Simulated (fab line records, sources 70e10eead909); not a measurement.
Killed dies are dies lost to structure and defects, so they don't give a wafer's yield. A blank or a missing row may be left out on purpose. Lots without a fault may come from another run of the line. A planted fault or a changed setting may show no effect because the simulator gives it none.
A sampling plan put to the test | flow nand_harc | one fab line, 33 faults that these records tell of, each judged on the records of the lots that it struck
The plan is the line's own looks: the steps of the route at which a gauge or an inspection reads the wafer and doesn't change it. A look can be judged if struck wafers have a number there and the file gives its usual mean and standard deviation on fault-free wafers. Caught: at a look after the fault's first step, the mean of the struck wafers lies 4 or more of those standard deviations (sigma) from the usual mean. On the tool: the same test on the tool's own readings at the fault's steps. Another recipe on the struck wafers, or a record that is blank for them alone, also counts as caught.

THE FAULTS, as the simulator had put them in
1. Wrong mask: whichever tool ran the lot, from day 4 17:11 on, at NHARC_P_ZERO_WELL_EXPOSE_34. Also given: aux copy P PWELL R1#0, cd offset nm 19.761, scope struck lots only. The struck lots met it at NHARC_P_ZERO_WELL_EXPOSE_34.
2. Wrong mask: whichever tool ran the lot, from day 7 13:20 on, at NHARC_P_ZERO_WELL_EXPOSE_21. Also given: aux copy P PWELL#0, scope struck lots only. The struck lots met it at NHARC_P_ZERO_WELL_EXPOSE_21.
3. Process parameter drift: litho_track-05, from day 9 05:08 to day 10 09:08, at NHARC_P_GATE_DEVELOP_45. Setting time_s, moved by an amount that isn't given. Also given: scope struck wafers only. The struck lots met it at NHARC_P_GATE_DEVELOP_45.
4. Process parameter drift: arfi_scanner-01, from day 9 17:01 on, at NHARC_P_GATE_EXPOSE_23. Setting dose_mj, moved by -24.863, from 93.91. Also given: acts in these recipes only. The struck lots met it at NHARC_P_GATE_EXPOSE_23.
5. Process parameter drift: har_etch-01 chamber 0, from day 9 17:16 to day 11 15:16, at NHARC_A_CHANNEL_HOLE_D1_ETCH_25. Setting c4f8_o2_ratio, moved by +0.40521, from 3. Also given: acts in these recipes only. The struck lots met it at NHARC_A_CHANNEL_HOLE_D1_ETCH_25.
6. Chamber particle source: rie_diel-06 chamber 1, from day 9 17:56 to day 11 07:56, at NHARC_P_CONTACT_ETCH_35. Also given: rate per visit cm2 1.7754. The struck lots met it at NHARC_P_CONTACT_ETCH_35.
7. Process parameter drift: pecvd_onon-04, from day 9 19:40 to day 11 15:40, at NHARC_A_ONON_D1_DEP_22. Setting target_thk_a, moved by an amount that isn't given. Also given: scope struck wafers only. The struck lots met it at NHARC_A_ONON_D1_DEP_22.
8. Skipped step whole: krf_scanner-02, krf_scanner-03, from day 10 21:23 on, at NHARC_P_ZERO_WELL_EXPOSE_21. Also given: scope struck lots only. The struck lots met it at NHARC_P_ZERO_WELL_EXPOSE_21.
9. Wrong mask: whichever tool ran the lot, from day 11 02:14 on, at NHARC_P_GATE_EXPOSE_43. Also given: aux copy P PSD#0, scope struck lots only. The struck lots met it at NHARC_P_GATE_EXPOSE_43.
10. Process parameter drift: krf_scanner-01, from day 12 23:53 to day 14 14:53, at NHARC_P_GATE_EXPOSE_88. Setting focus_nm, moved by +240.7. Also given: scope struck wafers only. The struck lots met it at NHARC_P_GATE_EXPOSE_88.
11. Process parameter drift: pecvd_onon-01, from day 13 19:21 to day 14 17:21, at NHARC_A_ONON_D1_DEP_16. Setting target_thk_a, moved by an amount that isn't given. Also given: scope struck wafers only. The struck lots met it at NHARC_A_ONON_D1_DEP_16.
12. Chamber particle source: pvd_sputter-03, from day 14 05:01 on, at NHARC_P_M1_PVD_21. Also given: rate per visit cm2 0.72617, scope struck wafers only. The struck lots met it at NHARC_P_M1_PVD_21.
13. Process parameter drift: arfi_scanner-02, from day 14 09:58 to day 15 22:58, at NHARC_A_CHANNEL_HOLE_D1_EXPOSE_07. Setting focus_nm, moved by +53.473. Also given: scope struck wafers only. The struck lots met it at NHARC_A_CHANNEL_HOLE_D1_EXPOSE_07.
14. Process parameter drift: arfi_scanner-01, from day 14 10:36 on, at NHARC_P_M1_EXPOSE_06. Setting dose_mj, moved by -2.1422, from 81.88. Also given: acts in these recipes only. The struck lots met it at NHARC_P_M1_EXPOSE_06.
15. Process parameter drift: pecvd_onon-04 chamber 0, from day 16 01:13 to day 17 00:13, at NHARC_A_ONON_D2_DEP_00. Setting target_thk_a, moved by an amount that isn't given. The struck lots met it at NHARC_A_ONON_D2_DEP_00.
16. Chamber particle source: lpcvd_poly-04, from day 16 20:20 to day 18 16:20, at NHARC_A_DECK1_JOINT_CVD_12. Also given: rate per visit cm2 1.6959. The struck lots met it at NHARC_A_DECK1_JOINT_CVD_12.
17. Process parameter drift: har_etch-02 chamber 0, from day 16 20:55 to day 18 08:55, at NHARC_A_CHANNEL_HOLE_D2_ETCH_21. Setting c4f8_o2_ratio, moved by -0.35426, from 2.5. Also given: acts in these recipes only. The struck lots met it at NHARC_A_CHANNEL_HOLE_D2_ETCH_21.
18. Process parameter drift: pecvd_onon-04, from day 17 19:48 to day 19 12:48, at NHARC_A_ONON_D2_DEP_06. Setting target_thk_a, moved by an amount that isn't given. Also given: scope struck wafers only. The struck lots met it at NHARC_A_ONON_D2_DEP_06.
19. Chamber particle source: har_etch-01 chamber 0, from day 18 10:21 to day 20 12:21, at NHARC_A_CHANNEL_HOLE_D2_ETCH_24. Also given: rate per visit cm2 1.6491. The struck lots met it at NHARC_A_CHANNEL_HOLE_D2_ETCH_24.
20. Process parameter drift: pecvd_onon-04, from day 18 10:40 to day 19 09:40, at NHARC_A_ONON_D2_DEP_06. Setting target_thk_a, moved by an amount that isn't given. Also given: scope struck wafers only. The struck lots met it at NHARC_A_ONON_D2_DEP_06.
21. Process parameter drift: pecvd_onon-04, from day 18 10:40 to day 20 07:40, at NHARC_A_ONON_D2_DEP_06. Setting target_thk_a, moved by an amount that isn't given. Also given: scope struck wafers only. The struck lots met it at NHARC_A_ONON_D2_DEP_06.
22. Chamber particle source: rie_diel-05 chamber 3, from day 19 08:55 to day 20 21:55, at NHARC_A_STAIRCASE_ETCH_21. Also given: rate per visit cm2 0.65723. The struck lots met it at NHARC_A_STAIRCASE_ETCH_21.
23. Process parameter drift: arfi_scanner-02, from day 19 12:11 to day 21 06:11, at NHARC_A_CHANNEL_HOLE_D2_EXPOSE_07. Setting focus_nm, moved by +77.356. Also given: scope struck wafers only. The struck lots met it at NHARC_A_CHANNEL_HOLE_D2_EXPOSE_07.
24. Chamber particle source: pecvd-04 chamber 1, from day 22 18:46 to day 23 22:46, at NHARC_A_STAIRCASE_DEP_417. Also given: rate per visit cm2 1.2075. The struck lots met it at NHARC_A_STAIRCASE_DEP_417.
25. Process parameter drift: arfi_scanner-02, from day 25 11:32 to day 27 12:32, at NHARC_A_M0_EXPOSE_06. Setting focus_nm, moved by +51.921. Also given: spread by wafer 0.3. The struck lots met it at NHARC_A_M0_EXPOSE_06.
26. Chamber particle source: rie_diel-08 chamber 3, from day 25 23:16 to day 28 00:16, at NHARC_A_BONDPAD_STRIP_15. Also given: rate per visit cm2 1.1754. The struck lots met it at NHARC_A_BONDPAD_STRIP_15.
27. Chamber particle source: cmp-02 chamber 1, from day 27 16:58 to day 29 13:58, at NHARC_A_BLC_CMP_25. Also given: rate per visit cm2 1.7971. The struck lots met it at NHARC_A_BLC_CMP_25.
28. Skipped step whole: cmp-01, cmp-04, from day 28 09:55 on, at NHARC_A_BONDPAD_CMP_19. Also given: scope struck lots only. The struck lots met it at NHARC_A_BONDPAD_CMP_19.
29. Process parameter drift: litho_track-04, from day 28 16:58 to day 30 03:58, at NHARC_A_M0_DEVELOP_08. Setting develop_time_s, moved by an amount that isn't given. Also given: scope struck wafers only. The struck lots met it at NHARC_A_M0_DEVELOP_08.
30. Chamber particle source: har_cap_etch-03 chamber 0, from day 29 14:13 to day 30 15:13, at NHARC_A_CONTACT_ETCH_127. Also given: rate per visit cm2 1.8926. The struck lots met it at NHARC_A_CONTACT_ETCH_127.
31. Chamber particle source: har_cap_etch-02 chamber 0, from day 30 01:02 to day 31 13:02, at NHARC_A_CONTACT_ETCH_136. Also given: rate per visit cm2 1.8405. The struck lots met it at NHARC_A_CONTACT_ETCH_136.
32. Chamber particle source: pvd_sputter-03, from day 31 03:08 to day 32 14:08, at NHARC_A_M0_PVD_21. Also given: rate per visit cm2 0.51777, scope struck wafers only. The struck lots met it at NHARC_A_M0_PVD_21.
33. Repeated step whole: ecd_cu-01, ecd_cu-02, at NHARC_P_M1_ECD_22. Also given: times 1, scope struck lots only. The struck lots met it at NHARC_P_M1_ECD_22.

WHAT THE PLAN SAW
fault | on the tool itself                               | first look that catches it                      | reading, sigma                                        | median hours from its first step to that look | hours from the fault's start to the first struck lot there | judged looks passed uncaught
1     | under 2 sigma                                    | NHARC_P_ZERO_WELL_CD_MEAS_37                    | cd_nm +7.7                                            | 0.2                                           | 5                                                          | 0
2     | under 2 sigma                                    | no look after it can be judged                  | -                                                     | -                                             | -                                                          | 0
3     | no reading that can be judged                    | no look after it can be judged                  | -                                                     | -                                             | -                                                          | 0
4     | exposure_dose_mJ_cm2 -99 or beyond sigma         | NHARC_P_GATE_CD_MEAS_26                         | cd_nm +33                                             | 0.1                                           | 9                                                          | 0
5     | under 2 sigma                                    | no look after it can be judged                  | -                                                     | -                                             | -                                                          | 0
6     | under 2 sigma                                    | NHARC_END_SORT_01                               | killed_at_periphery +39                               | 467.5                                         | 472                                                        | 0
7     | under 2 sigma                                    | NHARC_A_ONON_D1_THK_MEAS_24                     | thk_nm -4.1                                           | 0.4                                           | 35                                                         | 0
8     | no reading that can be judged                    | NHARC_P_ZERO_WELL_INSPECT_43                    | raw_defect_count +99 or beyond                        | 5.5                                           | 11                                                         | 0
9     | no reading that can be judged                    | no look after it can be judged                  | -                                                     | -                                             | -                                                          | 0
10    | no reading that can be judged                    | NHARC_P_GATE_CD_MEAS_91                         | cd_nm +6.6                                            | 0.1                                           | 33                                                         | 0
11    | under 2 sigma                                    | NHARC_A_ONON_D1_THK_MEAS_18                     | thk_nm -32                                            | 0.5                                           | 7                                                          | 0
12    | under 2 sigma                                    | NHARC_END_SORT_01                               | killed_at_periphery +12                               | 445.0                                         | 462                                                        | 1
13    | under 2 sigma                                    | NHARC_A_CHANNEL_HOLE_D1_CD_MEAS_10              | cd_nm +4.5                                            | 0.1                                           | 24                                                         | 0
14    | exposure_dose_mJ_cm2 -18 sigma                   | no look after it can be judged                  | -                                                     | -                                             | -                                                          | 0
15    | no reading that can be judged                    | NHARC_A_ONON_D2_THK_MEAS_02                     | thk_nm -55                                            | 0.4                                           | 14                                                         | 0
16    | no reading that can be judged                    | none of the 4 looks that can be judged after it | strongest: killed_at_array at NHARC_END_SORT_01, +2.9 | -                                             | -                                                          | 4
17    | under 2 sigma                                    | no look after it can be judged                  | -                                                     | -                                             | -                                                          | 0
18    | under 2 sigma                                    | NHARC_A_ONON_D2_THK_MEAS_08                     | thk_nm -32                                            | 0.5                                           | 14                                                         | 0
19    | under 2 sigma                                    | NHARC_A_CHANNEL_HOLE_D2_INSPECT_40              | raw_defect_count +12                                  | 3.5                                           | 11                                                         | 0
20    | no reading that can be judged                    | NHARC_A_ONON_D2_THK_MEAS_08                     | thk_nm +31                                            | 0.4                                           | 2                                                          | 0
21    | no reading that can be judged                    | NHARC_A_ONON_D2_THK_MEAS_08                     | thk_nm +44                                            | 0.4                                           | 2                                                          | 0
22    | under 2 sigma                                    | none of the 2 looks that can be judged after it | strongest: killed_at_array at NHARC_END_SORT_01, +3.9 | -                                             | -                                                          | 2
23    | no reading that can be judged                    | NHARC_A_CHANNEL_HOLE_D2_CD_MEAS_10              | cd_nm +5.9                                            | 0.1                                           | 20                                                         | 0
24    | under 2 sigma                                    | NHARC_END_SORT_01                               | killed_at_array +5.5                                  | 186.3                                         | 188                                                        | 1
25    | exposure_dose_mJ_cm2 +12 sigma                   | NHARC_A_M0_CD_MEAS_09                           | cd_nm -8.1                                            | 0.1                                           | 49                                                         | 0
26    | only faintly: oes_product_au -2.0 sigma          | NHARC_END_SORT_01                               | sort_bin_3_pct +8.5                                   | 62.0                                          | 109                                                        | 0
27    | under 2 sigma                                    | NHARC_A_BLC_INSPECT_28                          | raw_defect_count +12                                  | 0.4                                           | 6                                                          | 0
28    | the tool's record is blank for the struck wafers | NHARC_A_BONDPAD_THK_MEAS_20                     | thk_nm +99 or beyond                                  | 0.3                                           | 2                                                          | 0
29    | no reading that can be judged                    | not the one look that can be judged after it    | strongest: cd_nm at NHARC_A_M0_CD_MEAS_09, -3.6       | -                                             | -                                                          | 1
30    | under 2 sigma                                    | NHARC_END_SORT_01                               | killed_at_array +5.8                                  | 68.3                                          | 85                                                         | 1
31    | under 2 sigma                                    | NHARC_END_SORT_01                               | killed_at_array +4.0                                  | 57.1                                          | 68                                                         | 0
32    | under 2 sigma                                    | NHARC_END_SORT_01                               | sort_bin_2_pct +5.3                                   | 42.4                                          | 49                                                         | 3
33    | no reading that can be judged                    | no look after it can be judged                  | -                                                     | -                                             | -                                                          | 0
A dash: the fault isn't caught, or these records don't give the number.

Caught at a look: 23 of 33. Caught on the tool: 4 of 33. By one or the other: 24 of 33.
Caught on the tool alone: fault 14.
Caught at a look alone: faults 1, 6, 7, 8, 10, 11, 12, 13, 15, 18, 19, 20, 21, 23, 24, 26, 27, 30, 31, 32.
Caught by neither: faults 2, 3, 5, 9, 16, 17, 22, 29, 33.

THINNER SAMPLING
If the look that catches a fault measured only every second or every third lot, by lot number, the first struck lot would be measured this late in the worst case:
fault | struck lots at that look, in order of time | every lot | every second lot | every third lot
1     | L344                                       | 5 h       | may miss it      | may miss it
4     | L939, L944                                 | 9 h       | 62 h             | may miss all 2
6     | L119, L118                                 | 472 h     | 488 h            | may miss all 2
7     | L584, L585                                 | 35 h      | 43 h             | may miss all 2
8     | L322, L323                                 | 11 h      | 20 h             | may miss all 2
10    | L186                                       | 33 h      | may miss it      | may miss it
11    | L673                                       | 7 h       | may miss it      | may miss it
12    | L294                                       | 462 h     | may miss it      | may miss it
13    | L983                                       | 24 h      | may miss it      | may miss it
15    | L404, L403                                 | 14 h      | 14 h             | may miss all 2
18    | L945, L946, L947                           | 14 h      | 17 h             | 35 h
19    | L651, L652                                 | 11 h      | 21 h             | may miss all 2
20    | L137, L138                                 | 2 h       | 20 h             | may miss all 2
21    | L834                                       | 2 h       | may miss it      | may miss it
23    | L136                                       | 20 h      | may miss it      | may miss it
24    | L956                                       | 188 h     | may miss it      | may miss it
25    | L778                                       | 49 h      | may miss it      | may miss it
26    | L482                                       | 109 h     | may miss it      | may miss it
27    | L795                                       | 6 h       | may miss it      | may miss it
28    | L654, L651, L655                           | 2 h       | 5 h              | may miss all 3
30    | L314, L315                                 | 85 h      | 93 h             | may miss all 2
31    | L801, L802                                 | 68 h      | 73 h             | may miss all 2
32    | L484, L483                                 | 49 h      | 55 h             | may miss all 2
Hours are from the fault's start to the first struck lot that is measured. The limit of 4 sigma was tested on all struck wafers together, so one lot alone may lie under it. Other struck lots may not be in these records.

THE LONGEST TIMED WAY FROM STEP TO LOOK
Fault 6: a median of 467.5 hours passes between NHARC_P_CONTACT_ETCH_35 and NHARC_END_SORT_01. No look between them can be judged.
